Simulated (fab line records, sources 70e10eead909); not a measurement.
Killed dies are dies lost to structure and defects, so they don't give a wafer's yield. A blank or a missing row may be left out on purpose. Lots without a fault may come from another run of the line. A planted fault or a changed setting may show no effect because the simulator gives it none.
Chamber matching | flow nand_harc | NHARC_A_BONDPAD_ETCH_34 on rie_diel-05: 4 sister chambers
The step etches the open film in N2/H2, target depth 60 nm, overetch 18 nm, time 65.91 s. 22 wafers are shown with their chamber, then 11 later ones without.

WAFERS WITH THEIR CHAMBER
wafer  | chamber | drypump_motor_current_A (A) | rf_vpp_V (V) | oes_product_au (a.u.)
L766.1 | 2       | 5.5                         | 434.6        | 1.001
L766.3 | 1       | 5.7                         | 428.8        | 0.998
L766.6 | 3       | 5.8                         | 431.1        | 1.013
L771.1 | 2       | 5.5                         | 434.2        | 1.008
L771.3 | 1       | 5.8                         | 430.3        | 1.004
L771.5 | 1       | 5.7                         | 430.5        | 1.004
L773.1 | 3       | 5.8                         | 433.4        | 1.025
L773.4 | 2       | 5.5                         | 434.1        | 0.999
L773.5 | 1       | 5.7                         | 430.4        | 0.991
L778.1 | 3       | 5.8                         | 432.4        | 1.013
L778.3 | 1       | 5.7                         | 429.1        | 1.016
L778.5 | 1       | 5.7                         | 429.3        | 1.013
L779.1 | 2       | 5.6                         | 436.1        | 1.011
L779.5 | 2       | 5.6                         | 433.3        | 1.011
L779.6 | 3       | 5.8                         | 433.1        | 1.014
L781.2 | 2       | 5.5                         | 435.7        | 1.010
L781.4 | 1       | 5.7                         | 429.6        | 1.007
L781.5 | 3       | 5.8                         | 432.3        | 1.011
L782.2 | 0       | 5.5                         | 427.4        | 1.002
L782.3 | 1       | 5.7                         | 429.4        | 0.994
L782.6 | 2       | 5.6                         | 433.3        | 1.001
L784.1 | 3       | 5.8                         | 432.3        | 1.022

SIGNATURES (means of the wafers above)
reading                 | chamber 0 | chamber 1 | chamber 2 | chamber 3 | scatter within a chamber
drypump_motor_current_A | 5.500     | 5.713     | 5.543     | 5.800     | 0.0379
rf_vpp_V                | 427.400   | 429.675   | 434.471   | 432.433   | 0.858
oes_product_au          | 1.00200   | 1.00337   | 1.00586   | 1.01633   | 0.00694
Rule: a wafer's distance from a chamber is the root of the sum, over the readings, of the square of ((its reading less the chamber's mean) divided by the reading's scatter). The wafer belongs to the nearest chamber; if the next one is less than 2 further off, it can't be placed. The scatter: the root of (the sum of the squares of (reading less its chamber's mean) over the shown wafers, divided by (wafers less chambers)).

WAFERS WITHOUT THEIR CHAMBER
wafer  | drypump_motor_current_A (A) | rf_vpp_V (V) | oes_product_au (a.u.)
L784.2 | 5.5                         | 433.0        | 1.016
L784.4 | 5.6                         | 427.1        | 1.001
L785.2 | 5.5                         | 426.4        | 1.001
L785.4 | 5.6                         | 433.9        | 0.997
L785.6 | 5.5                         | 427.1        | 1.001
L788.2 | 5.8                         | 430.6        | 1.018
L788.3 | 5.5                         | 425.6        | 0.993
L788.5 | 5.8                         | 430.8        | 1.016
L787.3 | 5.5                         | 425.7        | 1.006
L787.4 | 5.6                         | 434.1        | 0.996
L787.5 | 5.8                         | 431.7        | 1.016

WHICH CHAMBER EACH WENT THROUGH
wafer  | from the rows above     | in truth
L784.2 | 2                       | 2
L784.4 | can't be placed: 0 or 1 | 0
L785.2 | 0                       | 0
L785.4 | 2                       | 2
L785.6 | 0                       | 0
L788.2 | can't be placed: 3 or 1 | 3
L788.3 | 0                       | 0
L788.5 | can't be placed: 3 or 1 | 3
L787.3 | 0                       | 0
L787.4 | 2                       | 2
L787.5 | 3                       | 3
Placed correctly: 8 of 11. Can't be placed from these rows: 3 (the true chamber is among the candidates in 3). Placed wrongly: 0.
